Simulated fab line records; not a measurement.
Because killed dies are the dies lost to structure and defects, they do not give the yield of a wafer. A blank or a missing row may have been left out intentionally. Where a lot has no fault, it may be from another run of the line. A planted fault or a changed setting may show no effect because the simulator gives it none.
Matching of chambers	flow n5Finfet	N5_HKMG_FIN_ETCH_54 on rieDiel-03 has 4 sister chambers
The step etches SiARC in CF4, target depth 45.5 nm, time 75.8 s. 20 wafers are shown with their chamber, then 10 later ones without.

== EACH WAFER AND ITS CHAMBER ==
wafer	chamber	showerheadPlenumPTorr (Torr)	throttleValvePct (%)	oesProductAu (a.u.)
L074.2	2	2.07	15.60	0.68
L074.3	3	2.26	15.43	0.70
L074.5	3	2.26	15.43	0.70
L077.1	1	2.28	15.15	0.81
L077.4	0	2.07	15.57	0.67
L077.5	1	2.28	15.13	0.83
L078.1	2	2.07	15.60	0.68
L078.3	0	2.07	15.57	0.68
L078.5	2	2.07	15.60	0.67
L082.2	2	2.06	15.61	0.67
L082.4	1	2.27	15.14	0.81
L082.5	3	2.26	15.43	0.69
L083.1	3	2.26	15.45	0.69
L083.4	0	2.07	15.59	0.66
L083.5	2	2.06	15.62	0.67
L087.1	3	2.25	15.45	0.67
L087.5	2	2.06	15.63	0.67
L087.6	1	2.27	15.16	0.79
L089.1	2	2.06	15.64	0.66
L089.3	1	2.27	15.15	0.78

SIGNATURES (means of the wafers above)
reading	chamber 0	chamber 1	chamber 2	chamber 3	scatter within a chamber
showerheadPlenumPTorr	2.0700	2.2740	2.0643	2.2580	0.00482
throttleValvePct	15.5767	15.1460	15.6143	15.4380	0.0133
oesProductAu	0.6700	0.8040	0.6714	0.6900	0.0128
Rule: for each reading, subtract the chamber's mean from the wafer's reading, divide by that reading's scatter and square the result; add these up over the readings and take the root, which gives the wafer's distance from the chamber. The wafer belongs to the nearest chamber; if the next one is less than 2 further off, it can't be placed. The scatter: take each reading less its chamber's mean, square it, sum over the shown wafers, divide by the number of wafers less the number of chambers, and take the root.

== WAFERS WHOSE CHAMBER IS MISSING ==
wafer	showerheadPlenumPTorr (Torr)	throttleValvePct (%)	oesProductAu (a.u.)
L089.4	2.07	15.61	0.67
L091.1	2.07	15.61	0.66
L091.2	2.06	15.66	0.65
L091.4	2.25	15.49	0.67
L095.1	2.27	15.17	0.76
L095.3	2.06	15.62	0.65
L095.5	2.27	15.17	0.76
L097.1	2.06	15.64	0.64
L097.3	2.05	15.67	0.65
L097.5	2.05	15.68	0.65

== THE CHAMBER EACH PASSED THROUGH ==
wafer	from the rows above	in truth
L089.4	can't be placed: 2 or 0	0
L091.1	can't be placed: 2 or 0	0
L091.2	2	2
L091.4	3	3
L095.1	1	1
L095.3	2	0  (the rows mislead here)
L095.5	1	1
L097.1	2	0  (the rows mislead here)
L097.3	2	2
L097.5	2	2
Correctly placed: 6 of 10. Unplaceable from these rows: 2, with the true chamber sitting among the candidates in 2. Placed wrongly: 2.
